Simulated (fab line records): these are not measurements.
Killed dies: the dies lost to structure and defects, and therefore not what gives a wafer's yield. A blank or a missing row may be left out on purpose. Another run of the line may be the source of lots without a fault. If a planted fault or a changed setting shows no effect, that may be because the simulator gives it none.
What tool caused it?	flow nand-harc	Sampling: 14 lots, 42 wafers, 4 of 1302 route steps

WHAT THE GAUGES READ, wafer by wafer
No reading from a measuring or inspecting step in the record can be judged against a usual standard deviation.

EACH LOT AND THE TOOL THAT RAN IT (in order: tool; ch and the chambers of the sampled wafers; start)
lot	NHARC_A_M0_PVD_21	NHARC_A_M0_PRE_CLEAN_31	NHARC_A_M1_DEVELOP_08	NHARC_A_M1_DESCUM_14
L961	pvd-sputter-02, day 23 01:00 or earlier	pecvd-03 ch 0,1,2, day 23 01:00	litho-track-01 ch 0, day 23 02:00	rie-diel-12 ch 0,1,3, day 23 02:22
L962	pvd-sputter-01, day 23 02:53 or earlier	pecvd-03 ch 0,1,2, day 23 02:53	litho-track-01 ch 0, day 23 04:00	rie-diel-02 ch 0,1,2, day 23 04:22
L963	pvd-sputter-01, day 23 07:28 or earlier	pecvd-01 ch 0,1,2, day 23 07:28	litho-track-01 ch 0, day 23 08:00	rie-diel-02 ch 0,1,2, day 23 09:01
L964	pvd-sputter-02, day 23 20:50 or earlier	pecvd-01 ch 0,1,2, day 23 20:50	litho-track-04 ch 0, day 23 21:00	rie-diel-02 ch 1,2,3, day 23 22:15
L967	pvd-sputter-03, day 25 07:37 or earlier	pecvd-01 ch 0,1,2, day 25 07:37	litho-track-01, day 25 08:00	rie-diel-10 ch 0,1,2, day 25 09:06
L966	pvd-sputter-03, day 25 09:33 or earlier	pecvd-04 ch 0,1,2, day 25 09:33	litho-track-06, day 25 10:00	rie-diel-10 ch 1,2, day 25 11:02
L971	pvd-sputter-01, day 26 17:39 or earlier	pecvd-04 ch 1,2, day 26 17:39	litho-track-06 ch 0, day 26 18:00	rie-diel-12 ch 2,3, day 26 19:08
L974	pvd-sputter-01, day 28 06:40 or earlier	pecvd-04 ch 1,2, day 28 06:40	litho-track-01 ch 0, day 28 07:00	rie-diel-12 ch 0,1,3, day 28 08:11
L976	pvd-sputter-02, day 28 17:53 or earlier	pecvd-04 ch 0,1, day 28 17:53	litho-track-04 ch 0, day 28 19:00	rie-diel-12 ch 0,2,3, day 28 19:23
L975	pvd-sputter-02, day 28 21:04 or earlier	pecvd-04 ch 0,2, day 28 21:04	litho-track-01 ch 0, day 28 22:00	rie-diel-12 ch 0,3, day 28 22:28
L979	pvd-sputter-02, day 30 11:26 or earlier	pecvd-03 ch 0,2, day 30 11:26	litho-track-04 ch 0, day 30 12:00	rie-diel-02 ch 0,1,3, day 30 12:49
L981	pvd-sputter-01, day 31 03:07 or earlier	pecvd-04 ch 0,1, day 31 03:07	litho-track-04 ch 0, day 31 04:00	rie-diel-02 ch 0,2,3, day 31 04:36
L982	pvd-sputter-03, day 31 14:59 or earlier	pecvd-04 ch 1,2, day 31 14:59	litho-track-01 ch 0, day 31 16:00	rie-diel-10 ch 0,2, day 31 16:28
L984	pvd-sputter-01, day 32 18:42 or earlier	pecvd-03 ch 0,1, day 32 18:42	litho-track-06 ch 0, day 32 19:00	rie-diel-12 ch 0,2,3, day 32 20:04
- NHARC_A_M0_PVD_21: deposits Cu, target thk 30 nm, time 20.49 s.
- NHARC_A_M0_PRE_CLEAN_31: time 12 s.
- NHARC_A_M1_DEVELOP_08: develop time 35 s.
- NHARC_A_M1_DESCUM_14: chemistry O2, time 3 s.

AS READ BY THE TOOLS THEMSELVES (means over the sampled wafers that have a number; for cases with no such wafer, the mark the record gives instead)
NHARC_A_M0_PVD_21.
lot	tool	throttle-valve-pct (%)
L961	pvd-sputter-02	29.5
L962	pvd-sputter-01	31.1
L963	pvd-sputter-01	31.0
L964	pvd-sputter-02	30.5
L967	pvd-sputter-03	30.3
L966	pvd-sputter-03	30.8
L971	pvd-sputter-01	30.4
L974	pvd-sputter-01	29.7
L976	pvd-sputter-02	30.4
L975	pvd-sputter-02	28.5
L979	pvd-sputter-02	29.2
L981	pvd-sputter-01	30.4
L982	pvd-sputter-03	30.4
L984	pvd-sputter-01	30.6

NHARC_A_M0_PRE_CLEAN_31.
lot	tool	heater-power-outer-w (W)	heater-power-w (W)
L961	pecvd-03	405	679
L962	pecvd-03	412	691
L963	pecvd-01	369	656
L964	pecvd-01	385	683
L967	pecvd-01	381	674
L966	pecvd-04	381	656
L971	pecvd-04	415	727
L974	pecvd-04	348	618
L976	pecvd-04	365	639
L975	pecvd-04	360	615
L979	pecvd-03	433	718
L981	pecvd-04	339	596
L982	pecvd-04	377	674
L984	pecvd-03	356	613

NHARC_A_M1_DEVELOP_08.
lot	tool	chill-plate-temp-C (C)
L961	litho-track-01	23.03
L962	litho-track-01	22.97
L963	litho-track-01	22.85
L964	litho-track-04	23.13
L967	litho-track-01	-
L966	litho-track-06	-
L971	litho-track-06	23.02
L974	litho-track-01	22.99
L976	litho-track-04	23.08
L975	litho-track-01	22.96
L979	litho-track-04	23.14
L981	litho-track-04	22.93
L982	litho-track-01	23.00
L984	litho-track-06	22.98

NHARC_A_M1_DESCUM_14.
lot	tool	drypump-motor-current-A (A)	oes-product-au (a.u.)	rf-vpp-V (V)	showerhead-plenum-p-Torr (Torr)	throttle-valve-pct (%)
L961	rie-diel-12	5.5	1.004	57.6	1.88	11.310
L962	rie-diel-02	5.2	0.999	58.3	1.94	11.307
L963	rie-diel-02	5.2	1.000	58.2	1.94	11.314
L964	rie-diel-02	5.6	0.994	58.4	1.96	11.309
L967	rie-diel-10	6.1	0.993	56.9	1.89	11.304
L966	rie-diel-10	6.4	0.984	57.6	1.86	11.307
L971	rie-diel-12	5.8	1.003	57.1	1.81	11.310
L974	rie-diel-12	5.5	1.008	59.1	1.88	11.317
L976	rie-diel-12	5.7	0.995	57.7	1.80	11.310
L975	rie-diel-12	5.7	0.997	57.5	1.80	11.309
L979	rie-diel-02	5.6	1.003	57.3	1.91	11.306
L981	rie-diel-02	5.8	1.006	58.6	1.94	11.301
L982	rie-diel-10	6.1	0.987	57.5	1.85	11.313
L984	rie-diel-12	5.6	0.997	57.4	1.80	11.312

THE ANSWER, worked out from the rows above alone
Rule: what is usual is taken from the lots themselves. The widest of any qualifying gaps counts: lots, ordered by their means at a reading, are off when they make up no more than a third of the lots, leave a main group of 4 or more, and stand apart from it by 3 or more times the standard deviation of that group's means. A main group is skipped when, at the precision printed for the reading in the tables above, its means are all equal. A lot without any number at a reading at which 4 lots or more have one is off too. Any other lot the step has rows for is counted as sound. After the gauges, taken in route order, come the tools' own readings; for these a lot's mean is taken, as printed above. The first step at which some lot is off is used, and at that step the reading that is off furthest; a lot without a number counts as furthest.
Off, at NHARC_A_M1_DEVELOP_08 on chill-plate-temp-C: L967, L966. Without a number there: L967, L966. The main group has a mean of 23.01 C with a standard deviation of 0.079.
If a tool, at that step or one of the process steps before it, ran each lot that is off and ran no sound lot following the first of them, it fits. NHARC_A_M0_PVD_21 gives no start for some lots, so the hours and the order of its lots are those of NHARC_A_M0_PRE_CLEAN_31. Not one of the candidates tried fits.

WHAT THE SIMULATOR HAD INSERTED
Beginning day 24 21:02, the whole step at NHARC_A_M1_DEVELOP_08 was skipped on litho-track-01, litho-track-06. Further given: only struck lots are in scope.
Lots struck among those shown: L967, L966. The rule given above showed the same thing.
